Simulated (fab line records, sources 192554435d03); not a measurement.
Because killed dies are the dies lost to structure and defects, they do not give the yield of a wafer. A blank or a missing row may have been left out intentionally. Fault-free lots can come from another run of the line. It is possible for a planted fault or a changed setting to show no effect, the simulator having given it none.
Which tool did it? -- flow n5-finfet -- 9 lots (26 wafers sampled), 1 step of a 1938-step route

== WHAT THE GAUGES READ, wafer by wafer ==
N5_MOL_CONTACT_COAG_CD_MEAS_84: target cd 25.1 nm.
lot,measured,on,cd-nm (nm)
L277,day 5 00:01,cd-sem-01,24.70 25.07 24.99
L281,day 6 07:52,cd-sem-02,25.23 25.13 25.49
L283,day 6 17:16,cd-sem-03,25.03 25.61 25.28
L286,day 7 06:47,cd-sem-02,25.57 25.26
L292,day 8 23:54,cd-sem-01,24.86 24.75 25.11
L294,day 9 10:39,cd-sem-03,24.79 24.03 25.36
L297,day 10 01:50,cd-sem-02,24.98 25.03 25.01
L298,day 10 09:06,cd-sem-03,24.82 25.29 25.38
L299,day 10 21:20,cd-sem-03,24.76 24.69 25.09

== TOOL THAT RAN EACH LOT (tool first, then ch and the chambers of the sampled wafers, then the start) ==
The record holds no process step before these readings.

== THE ANSWER, worked out from the rows above alone ==
Rule: usual is defined by the lots themselves. The widest of any qualifying gaps counts: lots, ordered by their means at a reading, are off when they make up no more than a third of the lots, leave a main group of 4 or more, and stand apart from it by 3 or more times the standard deviation of that group's means. A main group is skipped when, at the precision printed for the reading in the tables above, its means are all equal. A lot without any number at a reading at which 4 lots or more have one is off too. All remaining lots with rows at the step are treated as sound.
None of the lots is off at any reading shown; this tells nothing.

== WHAT HAD BEEN PUT IN BY THE SIMULATOR ==
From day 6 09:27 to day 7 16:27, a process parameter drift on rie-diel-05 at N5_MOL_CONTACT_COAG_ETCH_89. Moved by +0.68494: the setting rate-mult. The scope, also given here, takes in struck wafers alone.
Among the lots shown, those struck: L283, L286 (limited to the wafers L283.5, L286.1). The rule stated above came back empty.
